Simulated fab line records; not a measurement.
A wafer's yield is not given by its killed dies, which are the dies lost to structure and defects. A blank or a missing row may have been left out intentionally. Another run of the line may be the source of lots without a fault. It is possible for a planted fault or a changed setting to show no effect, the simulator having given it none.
fab line records | flow n5Finfet
record lots=7 wafers=21
route steps=1938 shown HKMG_FIN@401 GATE_CUT@501 MOL_CONTACT_COAG@570 BEOL_M0_SAQP@636
startH: start of the lot's first displayed wafer, in hours after the record's first day | waitH: hours elapsed since this lot's preceding step | " as in the row above | L1.1+2: several wafers, shown together as one row | - no value present, or no start provided | * or withheld: withheld | < > ~ a bound
route shown NAME@n: a module of which the file shows steps, and the number in the route of the first | usual: the fault-free wafers' mean and standard deviation | same: alike in all rows | chamber/n: place in a boat | sites: readings site by site | _std_site: standard deviation of those values | _edge_site: inner sites' mean taken away from outer sites' mean | radiusMm: how far each site lies from the wafer's centre | mask NAME#n: copy n | behind: the tool/chamber that last shaped the wafer | hold: the reason the lot was held/the length of the hold in hours/how it ended | device: which transistor (n, p or np) failed to switch | end of line: the tests these same wafers got at the end of their route | a step with no rows: only its recipe | killed: dies lost to structure and defects at the first sort, not the wafer's yield | map: the dies of a wafer, with x for killed, . for not killed, _ for no die there
set.NAME: setting as actually run; set.NAME@STEP: the setting as run at that earlier step | model.NAME: the simulator's own value behind a step, which no gauge read
one table per step and one row per wafer, for lots whose settings were changed on purpose
## steps
# step N5_HKMG_FIN_DESCUM_53
# recipe chemistry=O2 timeS=7.9 sourcePowerW=50 biasPowerW=20 pressureMtorr=20 rfFrequencyHz=2.712e+07 tempC=40 resist=CAR-ArF o2FlowSccm=225
# columns lot.wafer tool chamber startH waitH set.timeS model.CAR-ArF_of_HKMG_FIN_COAT_43.thkNm
L075.1 rieDiel-04 3 78.00 0.1 6.752 84.4
L075.3 " 0 " " 7.9 83.6
L075.6 " 3 " " 7.9 83.4
L080.2+5 rieDiel-04 0 107.52 0.1 7.9 83.2
L080.3 " 3 " " 7.9 82.8
L084.1 rieDiel-06 3 135.26 0.2 6.835 84
L084.5 " 0 " " 7.9 83.4
L084.6 " 1 " " 6.835 84.2
L085.3 rieDiel-04 0 138.80 0.5 7.9 83.4
L085.5 " 3 " " 7.9 83.6
L085.6 " 0 " " 7.9 83.8
L089.2 rieDiel-05 0 177.79 0.0 8.41 83.2
L089.5+6 " 2,1 " " 7.9 83.2
L094.1+4 rieDiel-04 3,2 211.24 0.0 7.9 83.6
L094.2 " 0 " " 7.9 83.8
L096.1 rieDiel-04 1 215.95 0.0 7.9 83.6
L096.3+6 " 2 " " 9.452 82.8
# step N5_HKMG_FIN_ETCH_54
# recipe chemistry=CF4 target=SiARC targetDepthA=455 maskMaterial=CAR-ArF timeS=75.8 ionEnergyEv=80 pressureMtorr=40 sourceW=545 biasW=36 Ar_flow_sccm=100 cf4FlowSccm=100 ends=cleared
# columns lot.wafer tool chamber startH waitH set.timeS@HKMG_FIN_DESCUM_53 model.CAR-ArF_of_HKMG_FIN_COAT_43.thkNm
L075.1 rieDiel-04 3 78.03 0.0 6.752 52
L075.3 " 0 " " 7.9 51
L075.6 " 3 " " 7.9 50.8
L080.2 rieDiel-04 0 107.55 0.0 7.9 50.8
L080.3 " 3 " " 7.9 50.2
L080.5 " 0 " " 7.9 50.6
L084.1+6 rieDiel-06 3,1 135.29 0.0 6.835 51.4
L084.5 " 0 " " 7.9 50.8
L085.3+5 rieDiel-04 0,3 138.84 0.0 7.9 50.8
L085.6 " 0 " " 7.9 51
L089.2 rieDiel-05 0 177.82 0.0 8.41 50.4
L089.5 " 2 " " 7.9 50.6
L089.6 " 1 " " 7.9 50.8
L094.1+4 rieDiel-04 3,2 211.28 0.0 7.9 50.8
L094.2 " 0 " " 7.9 51
L096.1 rieDiel-04 1 215.98 0.0 7.9 51
L096.3 " 2 " " 9.452 50
L096.6 " 2 " " 9.452 50.2
# step N5_GATE_CUT_CUT_ETCH_54
# recipe chemistry=Cl2/BCl3 target=TiN maskMaterial=SiO2 targetDepthA=967 pressureMtorr=10 icpW=1000 biasW=126 Cl2_flow_sccm=53.25 bcl3FlowSccm=21.75 Ar_flow_sccm=25 ends=cleared
# usual etchRfOnTimeS=36.9/0.65
# columns lot.wafer tool chamber startH waitH set.icpW etchRfOnTimeS
L075.1 rieMetal-02 0 90.71 0.0 902.7 39.2
L075.3 " 1 " " 902.7 39.9
L075.6 " 1 " " 902.7 39.6
L080.2 rieMetal-01 1 119.67 0.0 825.5 43.0
L080.3 " 1 " " 825.5 43.3
L080.5 " 0 " " 1000 37.5
L084.1 rieMetal-02 1 147.73 0.0 1176 31.6
L084.5 " 0 " " 1000 36.0
L084.6 " 1 " " 1000 36.0
L085.3 rieMetal-01 0 151.64 0.0 1000 37.1
L085.5 " 1 " " 1000 36.4
L085.6 " 0 " " 1000 37.3
L089.2 rieMetal-01 0 191.64 0.0 1000 37.0
L089.5 " 0 " " 1000 37.0
L089.6 " 1 " " 932 38.9
L094.1 rieMetal-02 0 224.56 0.0 1000 35.9
L094.2 " 1 " " 1000 36.5
L094.4 " 1 " " 863.3 41.7
L096.1 rieMetal-01 1 228.54 0.0 1000 37.0
L096.3 " 1 " " 846.8 43.6
L096.6 " 0 " " 846.8 43.5
# step N5_MOL_CONTACT_COAG_EXPOSE_81
# recipe maskId=VG na=0.33 sourceShape=annular sigmaInner=0.3 sigmaOuter=0.7 polarization=unpolarized defocusNm=0 doseMj=59.5
# columns lot.wafer tool chamber startH waitH mask set.doseMj
L075.1+6 euvScanner-02 0 105.22 - VG#0 61.76
L075.3 " 0 " " VG#0 59.5
L080.2+3+5 euvScanner-01 0 136.10 - VG#0 59.5
L084.1+5 euvScanner-01 0 165.18 - VG#0 59.5
L084.6 " 0 " " VG#0 57.76
L085.3+5+6 euvScanner-01 0 165.43 - VG#0 59.5
L089.2+6 euvScanner-01 0 207.09 - VG#0 59.5
L089.5 " 0 " " VG#0 57.34
L094.1+4 euvScanner-02 0 236.57 - VG#0 56.34
L094.2 " 0 " " VG#0 59.5
L096.1+3 euvScanner-01 0 241.13 - VG#0 56.22
L096.6 " 0 " " VG#0 59.5
# step N5_MOL_CONTACT_COAG_PEB_82
# recipe pebTempC=100 pebTimeS=60 resist=CAR-EUV
# step N5_MOL_CONTACT_COAG_DEVELOP_83
# recipe developTimeS=30 developer=TMAH resist=CAR-EUV rinseLiquid=surfactantRinse dry=airSpin devTempC=23
# step N5_MOL_CONTACT_COAG_CD_MEAS_84
# recipe targetCdNm=25.1 landingEnergyEv=500 detector=seInlens polarity=opening
# usual cdNm=25.07/0.24
# columns lot.wafer tool chamber startH waitH set.doseMj@MOL_CONTACT_COAG_EXPOSE_81 cdNm
L075.1 cdSem-02 0 105.37 - 61.76 26.00
L075.3 " 0 " " 59.5 25.27
L075.6 " 0 " " 61.76 26.02
L080.2 cdSem-02 0 136.23 - 59.5 25.17
L080.3 " 0 " " 59.5 25.15
L080.5 " 0 " " 59.5 25.13
L084.1 cdSem-02 0 165.32 - 59.5 24.74
L084.5 " 0 " " 59.5 25.37
L084.6 " 0 " " 57.76 24.74
L085.3 cdSem-03 0 165.56 - 59.5 25.22
L085.5 " 0 " " 59.5 25.02
L085.6 " 0 " " 59.5 25.67
L089.2 cdSem-02 0 207.23 - 59.5 24.92
L089.5 " 0 " " 57.34 24.27
L089.6 " 0 " " 59.5 24.79
L094.1 cdSem-01 0 236.71 - 56.34 24.31
L094.2 " 0 " " 59.5 25.16
L094.4 " 0 " " 56.34 24.44
L096.1 cdSem-01 0 241.28 - 56.22 23.36
L096.3 " 0 " " 56.22 23.89
L096.6 " 0 " " 59.5 24.69
# step N5_MOL_CONTACT_COAG_PRECLEAN_144
# recipe chemistry=alkalineClean tempC=60 timeS=60 doPpb=50
# step N5_MOL_CONTACT_COAG_SRD_145
# recipe dry=ipaMarangoni timeS=30 tempC=23 rinseLiquid=diw
# step N5_MOL_CONTACT_COAG_CD_MEAS_137
# recipe targetCdNm=16
# usual cdNm=15.8/0.34
# columns lot.wafer tool chamber startH waitH set.doseMj@MOL_CONTACT_COAG_EXPOSE_81 cdNm
L075.1 cdSem-02 - 106.75 0.0 61.76 16.7
L075.3 " - " " 59.5 15.6
L075.6 " - " " 61.76 17.0
L080.2 cdSem-02 - 137.16 0.0 59.5 15.9
L080.3 " - " " 59.5 16.3
L080.5 " - " " 59.5 15.6
L084.1 cdSem-03 - 166.28 0.0 59.5 15.3
L084.5 " - " " 59.5 15.8
L084.6 " - " " 57.76 15.0
L085.3 cdSem-01 - 166.61 0.0 59.5 16.1
L085.5 " - " " 59.5 15.8
L085.6 " - " " 59.5 15.4
L089.2 cdSem-03 - 208.57 0.0 59.5 15.5
L089.5 " - " " 57.34 14.3
L089.6 " - " " 59.5 16.1
L094.1 cdSem-01 - 238.14 0.0 56.34 14.4
L094.2 " - " " 59.5 16.5
L094.4 " - " " 56.34 15.2
L096.1 cdSem-01 - 242.20 0.0 56.22 13.9
L096.3 " - " " 56.22 14.2
L096.6 " - " " 59.5 14.9
# step N5_MOL_CONTACT_COAG_ETCHBACK_136
# recipe chemistry=CHF3 target=SiO2 targetDepthA=250 timeS=16.7 ionEnergyEv=200 pressureMtorr=30 sourceW=610 biasW=170 Ar_flow_sccm=200 CHF3_flow_sccm=50
# columns lot.wafer tool chamber startH waitH set.targetDepthA
L075.1 rieDiel-05 1 107.84 0.0 238.4
L075.3+6 " 0,3 " " 250
L080.2+5 rieDiel-04 2,0 138.22 0.0 270.4
L080.3 " 0 " " 250
L084.1+5+6 rieDiel-04 3,1,0 167.37 0.0 250
L085.3+5+6 rieDiel-04 1,0,3 168.27 0.0 250
L089.2 rieDiel-06 2 210.37 0.0 224.8
L089.5+6 " 2,1 " " 250
L094.1+2+4 rieDiel-04 3,2,0 239.34 0.0 250
L096.1+3+6 rieDiel-04 2,0,1 243.16 0.0 250
# step N5_MOL_CONTACT_COAG_STRIP_120
# recipe chemistry=CHF3 resist=SiARC rfFrequencyHz=6e+07
# step N5_MOL_CONTACT_COAG_VIA_ETCH_117
# recipe chemistry=C4F6/O2 targetDepthA=400 overetchA=80 maskMaterial=SOC target=SiO2 biasW=455 pressureMtorr=10 timeS=26 sourceW=325 Ar_flow_sccm=300 C4F6_flow_sccm=10 O2_flow_sccm=10 ionEnergyEv=575.3 ends=endPoint
# columns lot.wafer tool chamber startH waitH set.targetDepthA@MOL_CONTACT_COAG_ETCHBACK_136 model.etch.depthNm model.MOL_CONTACT_COAG.featureDepthNm
L075.1 rieDiel-05 1 107.87 0.0 238.4 40.94 41
L075.3 " 0 " " 250 40.64 40.6
L075.6 " 3 " " 250 40.27 40.2
L080.2 rieDiel-04 2 138.25 0.0 270.4 37.73 37.8
L080.3 " 0 " " 250 40 40
L080.5 " 0 " " 270.4 37.95 38
L084.1 rieDiel-04 3 167.40 0.0 250 39.72 39.8
L084.5 " 1 " " 250 40.25 40.2
L084.6 " 0 " " 250 40.17 40.2
L085.3 rieDiel-04 1 168.30 0.0 250 39.92 40
L085.5 " 0 " " 250 40 40
L085.6 " 3 " " 250 39.47 39.4
L089.2 rieDiel-06 2 210.40 0.0 224.8 43.01 43
L089.5 " 2 " " 250 40.41 40.4
L089.6 " 1 " " 250 40 40
L094.1 rieDiel-04 3 239.37 0.0 250 39.79 39.8
L094.2 " 2 " " 250 39.57 39.6
L094.4 " 0 " " 250 39.85 39.8
L096.1 rieDiel-04 2 243.20 0.0 250 39.41 39.4
L096.3 " 0 " " 250 39.99 40
L096.6 " 1 " " 250 39.89 39.8
# step N5_MOL_CONTACT_COAG_CVD_140
# recipe material=W targetThkA=665 mode=selectiveFill tempC=300 timeS=215
# columns lot.wafer tool chamber startH waitH set.targetThkA model.W_of_MOL_CONTACT_COAG_CVD_140.thkNm
L075.1 cvdW-01 1 108.36 0.1 612.9 60.2
L075.3 " 1 " " 665 66
L075.6 " 0 " " 612.9 60.6
L080.2 cvdW-01 1 138.74 0.1 665 65.6
L080.3 " 0 " " 665 66.4
L080.5 " 0 " " 631.9 62.6
L084.1 cvdW-01 1 167.92 0.1 665 65.8
L084.5 " 1 " " 694.2 69
L084.6 " 0 " " 665 67
L085.3 cvdW-02 0 168.86 0.1 665 66
L085.5 " 1 " " 665 67.8
L085.6 " 0 " " 665 65.4
L089.2 cvdW-02 1 210.89 0.1 665 66.6
L089.5 " 0 " " 665 65.4
L089.6 " 1 " " 665 67
L094.1 cvdW-02 1 239.86 0.1 665 67.4
L094.2 " 0 " " 719.8 72.2
L094.4 " 1 " " 665 68
L096.1 cvdW-01 0 243.68 0.1 665 65.8
L096.3 " 0 " " 734.3 74
L096.6 " 0 " " 734.3 73.2
# step N5_BEOL_M0_SAQP_PECVD_96
# recipe material=a-Si targetThkA=450 tempC=350 precursor=SiH4/He pressureTorr=3 rfW=100 timeS=45.2
# columns lot.wafer tool chamber startH waitH set.timeS model.a-Si_of_BEOL_M0_SAQP_PECVD_96.thkNm
L075.1+3 pecvd-02 0,2 114.66 0.0 39.96 39.6
L075.6 " 2 " " 45.2 45.4
L080.2 pecvd-04 0 143.95 0.0 43.09 42.6
L080.3 " 1 " " 45.2 43.8
L080.5 " 1 " " 45.2 44.4
L084.1+6 pecvd-01 1,2 172.42 0.0 45.2 45
L084.5 " 1 " " 45.2 45.2
L085.3 pecvd-02 2 175.78 0.0 45.2 44.6
L085.5+6 " 1,0 " " 45.2 45.4
L089.2 pecvd-02 1 216.66 0.0 45.2 44.4
L089.5 " 2 " " 39.47 39.2
L089.6 " 0 " " 45.2 45
L094.1+4 pecvd-04 0 246.87 0.0 39.82 39.6
L094.2 " 1 " " 39.82 39.2
L096.1 pecvd-01 0 248.49 0.0 48.7 47.6
L096.3 " 2 " " 48.7 48.6
L096.6 " 0 " " 45.2 44.8
# step N5_BEOL_M0_SAQP_COAT_08
# recipe resist=CAR-ArF spinRpm=1500 resistThkNm=90
# columns lot.wafer tool chamber startH waitH set.spinRpm model.CAR-ArF_of_BEOL_M0_SAQP_COAT_08.thkNm
L075.1 lithoTrack-05 0 - - 1500 89.8
L075.3 " 0 " " 1417 92.2
L075.6 " 0 " " 1500 89.6
L080.2 lithoTrack-03 0 - - 1500 89.8
L080.3 " 0 " " 1389 93.4
L080.5 " 0 " " 1500 90
L084.1 lithoTrack-03 0 - - 1563 88.2
L084.5 " 0 " " 1500 89.8
L084.6 " 0 " " 1500 90.4
L085.3+6 lithoTrack-03 0 - - 1500 90.2
L085.5 " 0 " " 1500 90.4
L089.2 lithoTrack-03 0 - - 1426 92.4
L089.5+6 " 0 " " 1426 92.6
L094.1 lithoTrack-02 0 - - 1438 92.4
L094.2 " 0 " " 1438 92
L094.4 " 0 " " 1500 89.8
L096.1 lithoTrack-05 0 - - 1453 91.6
L096.3 " 0 " " 1500 90
L096.6 " 0 " " 1453 91.4
# step N5_BEOL_M0_SAQP_EBR_10
# recipe solvent=PGMEA ebrWidthMm=1.5
# step N5_BEOL_M0_SAQP_SOFTBAKE_09
# recipe tempC=110 timeS=60 resist=CAR-ArF
# step N5_BEOL_M0_SAQP_EXPOSE_11
# recipe maskId=M0_CORE na=1.35 sourceShape=dipole sigmaInner=0.538 sigmaOuter=0.738 polarization=te targetCdNm=42 doseMj=55
# step N5_BEOL_M0_SAQP_PEB_12
# recipe pebTempC=withheld pebTimeS=60 resist=CAR-ArF
# step N5_BEOL_M0_SAQP_DEVELOP_13
# recipe developTimeS=30 developer=TMAH resist=CAR-ArF devTempC=23 rinseLiquid=diw dry=airSpin
# columns lot.wafer tool chamber startH waitH set.spinRpm@BEOL_M0_SAQP_COAT_08 model.CAR-ArF_of_BEOL_M0_SAQP_COAT_08.thkNm
L075.1 lithoTrack-02 0 - - 1500 88.2
L075.3 " 0 " " 1417 90.4
L075.6 " 0 " " 1500 87.8
L080.2 lithoTrack-02 0 - - 1500 88.2
L080.3 " 0 " " 1389 91.8
L080.5 " 0 " " 1500 88.4
L084.1 lithoTrack-03 0 - - 1563 86.6
L084.5 " 0 " " 1500 88.2
L084.6 " 0 " " 1500 88.6
L085.3 lithoTrack-02 0 - - 1500 88.6
L085.5 " 0 " " 1500 88.8
L085.6 " 0 " " 1500 88.4
L089.2 lithoTrack-05 0 - - 1426 90.6
L089.5 " 0 " " 1426 90.8
L089.6 " 0 " " 1426 91
L094.1 lithoTrack-02 0 - - 1438 90.6
L094.2 " 0 " " 1438 90.2
L094.4 " 0 " " 1500 88.2
L096.1+6 lithoTrack-02 0 - - 1453 89.8
L096.3 " 0 " " 1500 88.2
# step N5_BEOL_M0_SAQP_ETCH_101
# recipe chemistry=CH3F/O2 target=SiNx maskMaterial=SiO2 targetDepthA=299 timeS=42.7 pressureMtorr=30 sourceW=395 biasW=73 Ar_flow_sccm=150 CH3F_flow_sccm=30 O2_flow_sccm=20 ionEnergyEv=120
# step N5_BEOL_M0_SAQP_ETCH_102
# recipe chemistry=CF4 target=SiO2 targetDepthA=40 ionEnergyEv=350 timeS=4.4 pressureMtorr=10 icpW=800 biasW=400 cf4FlowSccm=80
# step N5_BEOL_M0_SAQP_MANDREL_ETCH_103
# recipe chemistry=HBr/Cl2 target=a-Si targetDepthA=450 btTimeS=10 stopOn=SiCN maskMaterial=SiO2 overEtchFrac=0.8 timeS=27 pressureMtorr=10 icpW=800 biasW=75 HBr_flow_sccm=150 Cl2_flow_sccm=80 ends=endPoint
# usual oesProductAu=0.681/0.012
# columns lot.wafer tool chamber startH waitH set.timeS@BEOL_M0_SAQP_PECVD_96 oesProductAu model.etch.depthNm
L075.1 rieSi-03 3 118.06 0.0 39.96 0.628 39.59
L075.3 " 1 " " 39.96 0.633 39.52
L075.6 " 0 " " 45.2 0.696 45.33
L080.2 rieSi-06 3 147.03 0.0 43.09 0.650 42.56
L080.3 " 2 " " 45.2 0.691 43.84
L080.5 " 0 " " 45.2 0.677 44.47
L084.1 rieSi-06 3 174.82 0.0 45.2 0.675 44.93
L084.5 " 3 " " 45.2 0.677 45.15
L084.6 " 0 " " 45.2 0.673 45.09
L085.3 rieSi-06 0 178.73 0.0 45.2 0.674 44.66
L085.5 " 3 " " 45.2 0.671 45.44
L085.6 " 2 " " 45.2 0.705 45.44
L089.2 rieSi-06 3 219.99 0.0 45.2 0.660 44.37
L089.5 " 0 " " 39.47 0.622 39.26
L089.6 " 3 " " 45.2 0.667 44.95
L094.1 rieSi-06 0 249.84 0.0 39.82 0.626 39.63
L094.2 " 1 " " 39.82 0.630 39.15
L094.4 " 2 " " 39.82 0.653 39.62
L096.1 rieSi-03 2 251.51 0.0 48.7 0.710 47.63
L096.3 " 1 " " 48.7 0.706 48.57
L096.6 " 0 " " 45.2 0.659 44.88
# step N5_BEOL_M0_SAQP_RECESS_104
# recipe chemistry=HF/NH3 target=SiO2 targetDepthA=180 afsCycles=3 tempC=30 sublimationTempC=180 sublimationTimeS=60
# step N5_BEOL_M0_SAQP_COAT_105
# recipe resist=SOC tempC=250 timeS=60 spinRpm=1500 resistThkNm=100
# step N5_BEOL_M0_SAQP_RECESS_109
# recipe chemistry=HF/NH3 target=SiO2 targetDepthA=30 afsCycles=1 tempC=30 sublimationTempC=180 sublimationTimeS=60
# step N5_BEOL_M0_SAQP_SPACER2_ALD_26
# recipe material=SiO2 targetThkA=150 tempC=300 aldPrecursorFamily=BDEAS aldCoReactant=O2-plasma pulseTimeS=1 purgeTimeS=2 coReactantPurgeTimeS=2 pressureTorr=2
# step N5_BEOL_M0_SAQP_SPACER2_ETCHBACK_27
# recipe chemistry=CHF3/O2 mode=anisotropicEtchback target=SiO2 targetDepthA=225 timeS=11.25 pressureMtorr=30 sourceW=650 biasW=170 Ar_flow_sccm=200 CHF3_flow_sccm=50 O2_flow_sccm=5 ionEnergyEv=200
# columns lot.wafer tool chamber startH waitH set.timeS@BEOL_M0_SAQP_PECVD_96 model.a-Si_of_BEOL_M0_SAQP_PECVD_96.thkNm
L075.1+3 rieDiel-03 0,2 119.50 0.3 39.96 37.4
L075.6 " 1 " " 45.2 43.2
L080.2 rieDiel-03 2 148.50 0.3 43.09 40.4
L080.3 " 1 " " 45.2 41.8
L080.5 " 0 " " 45.2 42.4
L084.1+6 rieDiel-02 3,0 176.21 0.3 45.2 42.8
L084.5 " 3 " " 45.2 43
L085.3 rieDiel-02 3 180.45 0.5 45.2 42.4
L085.5+6 " 3,0 " " 45.2 43.2
L089.2 rieDiel-01 1 221.77 0.3 45.2 42.2
L089.5 " 0 " " 39.47 37.2
L089.6 " 2 " " 45.2 42.8
L094.1+4 rieDiel-02 2,3 251.46 0.3 39.82 37.4
L094.2 " 0 " " 39.82 37
L096.1 rieDiel-02 3 252.96 0.4 48.7 45.4
L096.3 " 2 " " 48.7 46.4
L096.6 " 3 " " 45.2 42.8
## key
split step=N5_HKMG_FIN_DESCUM_53 setting=timeS stated=7.9 by=wafer
response step=N5_HKMG_FIN_DESCUM_53 reading=model.CAR-ArF_of_HKMG_FIN_COAT_43.thkNm change=-0.0466 per=1% r=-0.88
response step=N5_HKMG_FIN_ETCH_54 reading=model.CAR-ArF_of_HKMG_FIN_COAT_43.thkNm change=-0.0532 per=1% r=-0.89
split step=N5_GATE_CUT_CUT_ETCH_54 setting=icpW stated=1000 by=wafer
response step=N5_GATE_CUT_CUT_ETCH_54 reading=etchRfOnTimeS change=* per=1% r=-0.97
split step=N5_MOL_CONTACT_COAG_EXPOSE_81 setting=doseMj stated=59.5 by=wafer
response step=N5_MOL_CONTACT_COAG_CD_MEAS_84 reading=cdNm change=+0.168 per=1% r=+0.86
response step=N5_MOL_CONTACT_COAG_CD_MEAS_137 reading=cdNm change=+0.271 per=1% r=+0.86
split step=N5_MOL_CONTACT_COAG_ETCHBACK_136 setting=targetDepthA stated=250 by=wafer
response step=N5_MOL_CONTACT_COAG_VIA_ETCH_117 reading=model.etch.depthNm change=-0.254 per=1% r=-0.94
response step=N5_MOL_CONTACT_COAG_VIA_ETCH_117 reading=model.MOL_CONTACT_COAG.featureDepthNm change=-0.254 per=1% r=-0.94
split step=N5_MOL_CONTACT_COAG_CVD_140 setting=targetThkA stated=665 by=wafer
response step=N5_MOL_CONTACT_COAG_CVD_140 reading=model.W_of_MOL_CONTACT_COAG_CVD_140.thkNm change=+0.676 per=1% r=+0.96
split step=N5_BEOL_M0_SAQP_PECVD_96 setting=timeS stated=45.2 by=wafer
response step=N5_BEOL_M0_SAQP_PECVD_96 reading=model.a-Si_of_BEOL_M0_SAQP_PECVD_96.thkNm change=+0.45 per=1% r=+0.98
response step=N5_BEOL_M0_SAQP_MANDREL_ETCH_103 reading=oesProductAu change=+0.00482 per=1% r=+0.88
response step=N5_BEOL_M0_SAQP_MANDREL_ETCH_103 reading=model.etch.depthNm change=+0.445 per=1% r=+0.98
response step=N5_BEOL_M0_SAQP_SPACER2_ETCHBACK_27 reading=model.a-Si_of_BEOL_M0_SAQP_PECVD_96.thkNm change=+0.441 per=1% r=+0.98
split step=N5_BEOL_M0_SAQP_COAT_08 setting=spinRpm stated=1500 by=wafer
response step=N5_BEOL_M0_SAQP_COAT_08 reading=model.CAR-ArF_of_BEOL_M0_SAQP_COAT_08.thkNm change=-0.48 per=1% r=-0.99
response step=N5_BEOL_M0_SAQP_DEVELOP_13 reading=model.CAR-ArF_of_BEOL_M0_SAQP_COAT_08.thkNm change=-0.468 per=1% r=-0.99
